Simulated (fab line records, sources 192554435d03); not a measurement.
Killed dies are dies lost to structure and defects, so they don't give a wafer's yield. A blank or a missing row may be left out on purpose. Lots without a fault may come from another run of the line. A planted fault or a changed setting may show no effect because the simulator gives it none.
Which tool did it? | flow n5_finfet | 23 lots, 69 wafers sampled, at 4 steps of a route of 1938

WHAT THE GAUGES READ, wafer by wafer
N5_BEOL_M7_OCD_MEAS_38. Usual: trench_depth_nm 93.0 nm, standard deviation 2.1.
lot  | measured     | on     | trench_depth_nm (nm) | flag
L074 | day 10 12:02 | ocd-02 | 94.1 96.6 94.2       |
L075 | day 10 15:49 | ocd-01 | 93.9 93.4 94.6       |
L076 | day 10 16:16 | ocd-02 | 94.1 92.2 93.4       |
L077 | day 11 00:59 | ocd-01 | 91.2 93.9 91.0       |
L078 | day 11 07:48 | ocd-01 | 91.0 95.8 92.8       |
L080 | day 11 22:45 | ocd-01 | 91.4 94.6 91.5       |
L079 | day 12 00:34 | ocd-01 | 91.5 97.0 92.3       |
L081 | day 12 02:59 | ocd-01 | 95.1 89.1 90.8       |
L082 | day 12 12:30 | ocd-02 | 93.8 93.5 95.1       |
L083 | day 12 12:40 | ocd-01 | 91.0 95.1 93.0       |
L087 | day 13 06:38 | ocd-01 | 90.8 90.8 96.8       |
L085 | day 13 15:53 | ocd-02 | 91.6 93.2 94.8       |
L086 | day 13 21:35 | ocd-01 | 92.6 89.9 91.0       |
L089 | day 13 23:20 | ocd-01 | 92.6 94.4 95.3       |
L091 | day 14 05:02 | ocd-02 | 90.3 96.0 92.3       |
L088 | day 14 05:29 | ocd-01 | 94.5 94.9 97.2       |
L092 | day 14 07:15 | ocd-01 | 95.1 90.0 93.7       |
L090 | day 14 21:30 | ocd-02 | 96.0 90.7 92.0       |
L095 | day 15 09:11 | ocd-02 | 94.1 90.0 94.0       |
L093 | day 15 09:31 | ocd-02 | 90.6 93.7 93.0       |
L094 | day 15 18:55 | ocd-01 | 90.2 92.9 90.9       |
L097 | day 16 19:09 | ocd-02 | 89.6 92.9 89.9       |
L096 | day 16 19:33 | ocd-02 | 95.5 92.9 92.5       |

N5_BEOL_M7_THK_MEAS_53: measures by xrf. Usual: M7_THK 78.6 nm, standard deviation 2.4.
lot  | measured     | on            | M7_THK (nm)    | flag
L074 | day 10 16:29 | film_metro-01 | 81.3 83.4 81.0 |
L075 | day 10 19:43 | film_metro-02 | 79.1 79.7 80.7 |
L076 | day 10 21:25 | film_metro-02 | 80.1 77.2 78.6 |
L077 | day 11 05:14 | film_metro-02 | 76.2 77.8 75.7 |
L078 | day 11 13:29 | film_metro-02 | 76.1 81.3 78.8 |
L080 | day 12 01:47 | film_metro-01 | 76.7 79.9 75.3 |
L079 | day 12 04:47 | film_metro-01 | 76.9 82.8 79.5 |
L081 | day 12 05:35 | film_metro-02 | 82.7 76.4 78.0 |
L082 | day 12 14:54 | film_metro-02 | 78.2 76.8 78.5 |
L083 | day 12 16:55 | film_metro-01 | 76.0 80.6 77.1 |
L087 | day 13 09:28 | film_metro-01 | 79.3 77.9 85.1 |
L085 | day 13 18:21 | film_metro-01 | 76.7 79.4 80.0 |
L086 | day 13 23:55 | film_metro-01 | 76.0 76.0 77.5 |
L089 | day 14 01:34 | film_metro-01 | 77.2 79.0 80.0 |
L091 | day 14 07:41 | film_metro-01 | 76.1 83.1 78.4 |
L088 | day 14 08:30 | film_metro-02 | 78.8 83.3 82.3 |
L092 | day 14 09:35 | film_metro-02 | 81.0 76.5 79.3 |
L090 | day 14 23:56 | film_metro-01 | 83.5 79.2 77.9 |
L095 | day 15 11:50 | film_metro-02 | 78.2 74.9 78.7 |
L093 | day 15 12:06 | film_metro-02 | 74.6 78.8 79.2 |
L094 | day 15 21:53 | film_metro-01 | 75.6 78.8 77.4 |
L097 | day 16 22:34 | film_metro-01 | 75.3 78.3 75.8 |
L096 | day 16 23:01 | film_metro-01 | 81.2 77.4 78.2 |

WHICH TOOL RAN EACH LOT (tool, then ch and the chambers of the sampled wafers, then the start)
lot  | N5_BEOL_M7_ETCH_65                 | N5_BEOL_M7_TRENCH_ETCH_37
L074 | rie_diel-01 ch 0,3, day 10 11:40   | rie_diel-01 ch 0,3, day 10 12:02 or earlier
L075 | rie_diel-04 ch 0,1,3, day 10 15:26 | rie_diel-04 ch 0,1,3, day 10 15:49 or earlier
L076 | rie_diel-01 ch 0,1, day 10 15:53   | rie_diel-01 ch 0,1, day 10 16:16 or earlier
L077 | rie_diel-04 ch 0,2, day 11 00:36   | rie_diel-04 ch 0,2, day 11 00:59 or earlier
L078 | rie_diel-03 ch 0,1,3, day 11 07:25 | rie_diel-03 ch 0,1,3, day 11 07:48 or earlier
L080 | rie_diel-04 ch 1,2, day 11 22:22   | rie_diel-04 ch 1,2, day 11 22:45 or earlier
L079 | rie_diel-01 ch 2,3, day 12 00:11   | rie_diel-01 ch 2,3, day 12 00:34 or earlier
L081 | rie_diel-03 ch 2,3, day 12 02:37   | rie_diel-03 ch 2,3, day 12 02:59 or earlier
L082 | rie_diel-04 ch 2,3, day 12 12:07   | rie_diel-04 ch 2,3, day 12 12:30 or earlier
L083 | rie_diel-03 ch 0,2,3, day 12 12:17 | rie_diel-03 ch 0,2,3, day 12 12:40 or earlier
L087 | rie_diel-01 ch 2,3, day 13 06:15   | rie_diel-01 ch 2,3, day 13 06:38 or earlier
L085 | rie_diel-04 ch 1,2,3, day 13 15:30 | rie_diel-04 ch 1,2,3, day 13 15:53 or earlier
L086 | rie_diel-03 ch 0,2, day 13 21:13   | rie_diel-03 ch 0,2, day 13 21:35 or earlier
L089 | rie_diel-01 ch 0,3, day 13 22:57   | rie_diel-01 ch 0,3, day 13 23:20 or earlier
L091 | rie_diel-01 ch 1,2,3, day 14 04:40 | rie_diel-01 ch 1,2,3, day 14 05:02 or earlier
L088 | rie_diel-04 ch 2,3, day 14 05:07   | rie_diel-04 ch 2,3, day 14 05:29 or earlier
L092 | rie_diel-01 ch 0,2,3, day 14 06:52 | rie_diel-01 ch 0,2,3, day 14 07:15 or earlier
L090 | rie_diel-03 ch 1,2,3, day 14 21:07 | rie_diel-03 ch 1,2,3, day 14 21:30 or earlier
L095 | rie_diel-03 ch 2,3, day 15 08:49   | rie_diel-03 ch 2,3, day 15 09:11 or earlier
L093 | rie_diel-01 ch 0,1,2, day 15 09:08 | rie_diel-01 ch 0,1,2, day 15 09:31 or earlier
L094 | rie_diel-03 ch 0,1, day 15 18:32   | rie_diel-03 ch 0,1, day 15 18:55 or earlier
L097 | rie_diel-04 ch 1,2, day 16 18:46   | rie_diel-04 ch 1,2, day 16 19:09 or earlier
L096 | rie_diel-04 ch 0,2,3, day 16 19:10 | rie_diel-04 ch 0,2,3, day 16 19:33 or earlier
- N5_BEOL_M7_ETCH_65: etches SiARC in CF4, target depth 15.6 nm, time 26 s.
- N5_BEOL_M7_TRENCH_ETCH_37: etches SiCOH lowk in C4F6/O2, target depth 93.478 nm, time 31.2 s.

WHAT THE TOOLS THEMSELVES READ (means of the sampled wafers that have a number; where no wafer has one, the mark that the record gives instead)
N5_BEOL_M7_ETCH_65. Usual: drypump_motor_current_A 5.8 A, standard deviation 0.51; etch_rf_on_time_s 26.1 s, standard deviation 0.72; oes_product_au 0.65 a.u., standard deviation 0.065; rf_vpp_V 183.9 V, standard deviation 1.1; showerhead_plenum_p_Torr 2.13 Torr, standard deviation 0.064; throttle_valve_pct 15.69 %, standard deviation 0.27.
lot  | tool        | drypump_motor_current_A (A) | etch_rf_on_time_s (s) | oes_product_au (a.u.) | rf_vpp_V (V) | showerhead_plenum_p_Torr (Torr) | throttle_valve_pct (%) | flag
L074 | rie_diel-01 | 6.2                         | 25.7                  | 0.73                  | 184.1        | 2.14                            | 15.23                  |
L075 | rie_diel-04 | 6.0                         | 26.3                  | 0.62                  | 183.6        | 2.13                            | 15.74                  |
L076 | rie_diel-01 | 6.2                         | 26.2                  | 0.66                  | 183.3        | 2.07                            | 15.63                  |
L077 | rie_diel-04 | 5.7                         | 26.0                  | 0.65                  | 183.7        | 2.17                            | 15.50                  |
L078 | rie_diel-03 | 5.8                         | 26.0                  | 0.64                  | 183.9        | 2.14                            | 15.74                  |
L080 | rie_diel-04 | 5.8                         | 26.1                  | 0.70                  | 182.7        | 2.07                            | 15.75                  |
L079 | rie_diel-01 | 5.9                         | 25.8                  | 0.64                  | 184.8        | 2.21                            | 15.69                  |
L081 | rie_diel-03 | 5.3                         | 26.4                  | 0.65                  | 184.3        | 2.17                            | 15.84                  |
L082 | rie_diel-04 | 5.4                         | 25.8                  | 0.72                  | 183.8        | 2.11                            | 15.53                  |
L083 | rie_diel-03 | 5.4                         | 26.3                  | 0.64                  | 183.9        | 2.14                            | 15.82                  |
L087 | rie_diel-01 | 5.9                         | 25.8                  | 0.63                  | 185.1        | 2.21                            | 15.71                  |
L085 | rie_diel-04 | 5.8                         | 26.1                  | 0.67                  | 183.2        | 2.09                            | 15.74                  |
L086 | rie_diel-03 | 4.9                         | 26.3                  | 0.60                  | 184.8        | 2.16                            | 15.98                  |
L089 | rie_diel-01 | 6.2                         | 25.2                  | 0.66                  | 184.0        | 2.17                            | 15.40                  |
L091 | rie_diel-01 | 6.1                         | 25.9                  | 0.62                  | 184.5        | 2.15                            | 15.76                  |
L088 | rie_diel-04 | 5.7                         | 25.6                  | 0.66                  | 183.8        | 2.11                            | 15.70                  |
L092 | rie_diel-01 | 6.0                         | 26.2                  | 0.65                  | 185.4        | 2.17                            | 15.51                  |
L090 | rie_diel-03 | 5.7                         | 26.3                  | 0.63                  | 184.8        | 2.16                            | 15.83                  |
L095 | rie_diel-03 | 5.8                         | 25.5                  | 0.66                  | 183.7        | 2.11                            | 15.72                  |
L093 | rie_diel-01 | 6.0                         | 26.1                  | 0.64                  | 183.2        | 2.11                            | 15.67                  |
L094 | rie_diel-03 | 5.7                         | 26.9                  | 0.59                  | 184.4        | 2.17                            | 15.90                  |
L097 | rie_diel-04 | 5.8                         | 26.1                  | 0.66                  | 183.6        | 2.06                            | 15.83                  |
L096 | rie_diel-04 | 5.7                         | 25.8                  | 0.70                  | 184.3        | 2.13                            | 15.47                  |

N5_BEOL_M7_TRENCH_ETCH_37. Usual: drypump_motor_current_A 5.8 A, standard deviation 0.51; oes_product_au 0.76 a.u., standard deviation 0.077; rf_vpp_V 669 V, standard deviation 9.5; showerhead_plenum_p_Torr 2.84 Torr, standard deviation 0.089; throttle_valve_pct 21.04 %, standard deviation 0.27.
lot  | tool        | drypump_motor_current_A (A) | oes_product_au (a.u.) | rf_vpp_V (V) | showerhead_plenum_p_Torr (Torr) | throttle_valve_pct (%) | flag
L074 | rie_diel-01 | 6.1                         | 0.85                  | 676          | 2.85                            | 20.56                  |
L075 | rie_diel-04 | 6.0                         | 0.73                  | 676          | 2.84                            | 21.10                  |
L076 | rie_diel-01 | 6.2                         | 0.77                  | 673          | 2.75                            | 20.93                  |
L077 | rie_diel-04 | 5.7                         | 0.75                  | 676          | 2.90                            | 20.88                  |
L078 | rie_diel-03 | 5.8                         | 0.75                  | 669          | 2.85                            | 21.11                  |
L080 | rie_diel-04 | 5.9                         | 0.81                  | 665          | 2.76                            | 21.10                  |
L079 | rie_diel-01 | 5.9                         | 0.74                  | 655          | 2.95                            | 21.06                  |
L081 | rie_diel-03 | 5.3                         | 0.76                  | 667          | 2.89                            | 21.21                  |
L082 | rie_diel-04 | 5.5                         | 0.84                  | 669          | 2.82                            | 20.95                  |
L083 | rie_diel-03 | 5.3                         | 0.75                  | 664          | 2.85                            | 21.21                  |
L087 | rie_diel-01 | 5.9                         | 0.73                  | 655          | 2.95                            | 21.07                  |
L085 | rie_diel-04 | 5.7                         | 0.79                  | 671          | 2.78                            | 21.09                  |
L086 | rie_diel-03 | 4.9                         | 0.70                  | 659          | 2.88                            | 21.39                  |
L089 | rie_diel-01 | 6.2                         | 0.77                  | 670          | 2.89                            | 20.68                  |
L091 | rie_diel-01 | 6.0                         | 0.71                  | 661          | 2.86                            | 21.08                  |
L088 | rie_diel-04 | 5.7                         | 0.77                  | 675          | 2.82                            | 21.09                  |
L092 | rie_diel-01 | 6.0                         | 0.76                  | 665          | 2.89                            | 20.85                  |
L090 | rie_diel-03 | 5.7                         | 0.74                  | 672          | 2.87                            | 21.15                  |
L095 | rie_diel-03 | 5.8                         | 0.76                  | 667          | 2.81                            | 21.08                  |
L093 | rie_diel-01 | 6.0                         | 0.74                  | 666          | 2.81                            | 21.00                  |
L094 | rie_diel-03 | 5.7                         | 0.69                  | 675          | 2.89                            | 21.23                  |
L097 | rie_diel-04 | 5.8                         | 0.76                  | 666          | 2.74                            | 21.15                  |
L096 | rie_diel-04 | 5.7                         | 0.82                  | 675          | 2.85                            | 20.87                  |

THE ANSWER, worked out from the rows above alone
Rule: a lot is off if the mean of its wafers that have a number lies more than 3 standard deviations from the usual mean. A lot without any number at a reading at which 4 lots or more have one is off too. The other lots that the step has rows for count as sound. The gauges are gone through in route order, then the tools' own readings, and for those a lot's mean is taken as printed above. The first step at which some lot is off is used, and at that step the reading that is off furthest; a lot without a number counts as furthest.
No lot is off at any reading shown: from this, nothing can be told.

WHAT THE SIMULATOR HAD PUT IN
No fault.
